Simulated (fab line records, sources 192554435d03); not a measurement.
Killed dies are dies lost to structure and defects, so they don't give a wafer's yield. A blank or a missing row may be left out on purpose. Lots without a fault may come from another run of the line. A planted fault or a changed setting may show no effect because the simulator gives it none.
A struck lot beside a sound one | flow n5_finfet | 24 steps out of a route of 1938
Sound: wafers L492.1, L492.3, L492.5. Struck: wafers L505.1, L505.4, L505.6. The cause comes at the end.
At each step with rows: each side's tool, then ch and its chambers, then its first start. Under that, the readings that differ: sound wafers | struck wafers | difference of the means | sigmas: that difference in standard deviations of wafers without a fault.
alike: readings whose means differ by less than 2 such deviations, and words and numbers that are the same on both sides. not compared: withheld readings, readings that some wafer has no value for, bounds like >300 that may hide the same value, and numbers for which the record gives no deviation and whose values overlap.
The two part at a step that has a row with sigmas, a row that says differs or no value, or rows on one side only. Numbers that don't overlap but have no deviation are shown without sigmas and don't part them. A reading that every wafer of one side lacks parts them only if that side has two wafers or more.

N5_BEOL_M7_THK_MEAS_53: measures by xrf.
  sound on film_metro-02, day 10 17:41; struck on film_metro-01, day 13 22:03
  alike: M7_THK
then, 1 step without rows for these wafers: N5_BEOL_M7_PRE_CLEAN_55 (time 15 s).
N5_BEOL_M7_DEP_56: deposits SiCN from 3MS/NH3, target thk 10 nm, time 17.5 s.
  sound on pecvd-02 ch 0,1,2, day 10 17:44; struck on pecvd-03 ch 0,1,2, day 13 22:07
  alike: showerhead_plenum_p_Torr, throttle_valve_pct
N5_BEOL_M7_RS_MEAS_57: measures by four-point-probe.
  sound on film_metro-01, day 10 17:49; struck on film_metro-01, day 13 22:11
  alike: M7_RS
N5_BEOL_M7_INSPECT_58: inspects for defects (darkfield).
  sound on defect_inspect-01, day 10 17:50; struck on defect_inspect-02, day 13 22:12
  alike: raw_defect_count
then, 1 step without rows for these wafers: N5_BEOL_M8_ILD_DEP_00 (deposits SiCOH lowk from DEMS/porogen, target thk 179.75 nm, time 33.4 s).
N5_BEOL_M8_CURE_74: cures SiCOH lowk, time 240 s.
  sound on uv_cure-03 ch 2, day 10 17:56; struck on uv_cure-03 ch 2, day 13 22:18
  alike: lamp_power_pct, wafer_temp_C_max
N5_BEOL_M8_THK_MEAS_01:
  sound on film_metro-01, day 10 18:27; struck on film_metro-01, day 13 22:49
  alike: M8_ILD_THK
then, 1 step without rows for these wafers: N5_BEOL_M8_PECVD_70 (deposits SiO2 from TEOS/O2, target thk 20 nm, time 22.7 s).
N5_BEOL_M8_HM_DEP_02: deposits TiN, target thk 20 nm.
  sound on pvd_sputter-01, day 10 19:40; struck on pvd_sputter-01, day 13 23:44
  alike: throttle_valve_pct
then, 2 steps without rows for these wafers: N5_BEOL_M8_COAT_59 (time 60 s, resist thk 100 nm); N5_BEOL_M8_COAT_60 (time 60 s, resist thk 35 nm).
N5_BEOL_M8_COAT_05: resist thk 90 nm.
  sound on litho_track-03 ch 0, day 10 19:47; struck on litho_track-02 ch 0, day 13 23:53
  reading                                      | sound                | struck               | difference | sigmas
  dispense_pressure_kPa (kPa)                  | 46 46 46             | 55 55 55             | +9         | +2
  spin_speed_rpm (rpm)                         | 1501.3 1500.2 1502.1 | 1589.0 1588.7 1589.8 | +88.0      | +73
  model.CAR-ArF_of_BEOL_M8_COAT_05.thk_nm (nm) | 90.2 90.2 90.4       | 87.4 87.8 87.4       | -2.7       |
  alike: chill_plate_temp_C, resist_line_temp_C
then, 5 steps without rows for these wafers: N5_BEOL_M8_EBR_07; N5_BEOL_M8_SOFTBAKE_06 (time 60 s); N5_BEOL_M8_EXPOSE_08 (exposes mask M8); N5_BEOL_M8_PEB_09 (peb time 60 s); N5_BEOL_M8_DEVELOP_10 (develop time 30 s).
N5_BEOL_M8_CD_MEAS_11: target cd 38.5 nm.
  sound on cd_sem-02 ch 0, day 10 20:02; struck on cd_sem-03 ch 0, day 14 00:14
  alike: cd_nm
N5_BEOL_M8_OVL_MEAS_12:
  sound on overlay-01 ch 0, day 10 20:04; struck on overlay-02 ch 0, day 14 00:16
  alike: M8_OVL
N5_BEOL_M8_INSPECT_13: inspects for defects (brightfield).
  sound on defect_inspect-02, day 10 20:05; struck on defect_inspect-01, day 14 00:18
  alike: raw_defect_count
N5_BEOL_M8_DESCUM_16: chemistry O2, time 7.9 s.
  sound on rie_diel-03 ch 1,3, day 10 20:07; struck on rie_diel-03 ch 1,2, day 14 00:20
  alike: drypump_motor_current_A, oes_product_au, rf_vpp_V, showerhead_plenum_p_Torr, throttle_valve_pct
  not compared: rf_hours_counter_h
N5_BEOL_M8_ETCH_61: etches SiARC in CF4, target depth 45.5 nm, time 75.8 s.
  sound on rie_diel-03 ch 1,3, day 10 20:10; struck on rie_diel-03 ch 1,2, day 14 00:22
  reading                                      | sound      | struck         | difference | sigmas
  model.CAR-ArF_of_BEOL_M8_COAT_05.thk_nm (nm) | 51 51 51.2 | 48.2 48.6 48.4 | -2.7       |
  alike: drypump_motor_current_A, etch_rf_on_time_s, oes_product_au, rf_vpp_V, showerhead_plenum_p_Torr, throttle_valve_pct
  not compared: rf_hours_counter_h
N5_BEOL_M8_ETCH_62: etches SOC in N2/H2, target depth 110 nm, overetch 22 nm, time 165 s.
  sound on rie_diel-03 ch 1,3, day 10 20:13; struck on rie_diel-03 ch 1,2, day 14 00:25
  alike: drypump_motor_current_A, oes_product_au, rf_vpp_V, showerhead_plenum_p_Torr, throttle_valve_pct
  not compared: rf_hours_counter_h

WHERE THEY PART
Only at N5_BEOL_M8_COAT_05, within this record. Later steps at which nothing parts them and some readings are alike: N5_BEOL_M8_CD_MEAS_11, N5_BEOL_M8_OVL_MEAS_12, N5_BEOL_M8_INSPECT_13, N5_BEOL_M8_DESCUM_16, N5_BEOL_M8_ETCH_61, N5_BEOL_M8_ETCH_62.

WHY: what the simulator had put in
Process parameter drift: litho_track-02, from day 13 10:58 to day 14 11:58, at N5_BEOL_M8_COAT_05. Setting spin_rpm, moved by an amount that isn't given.
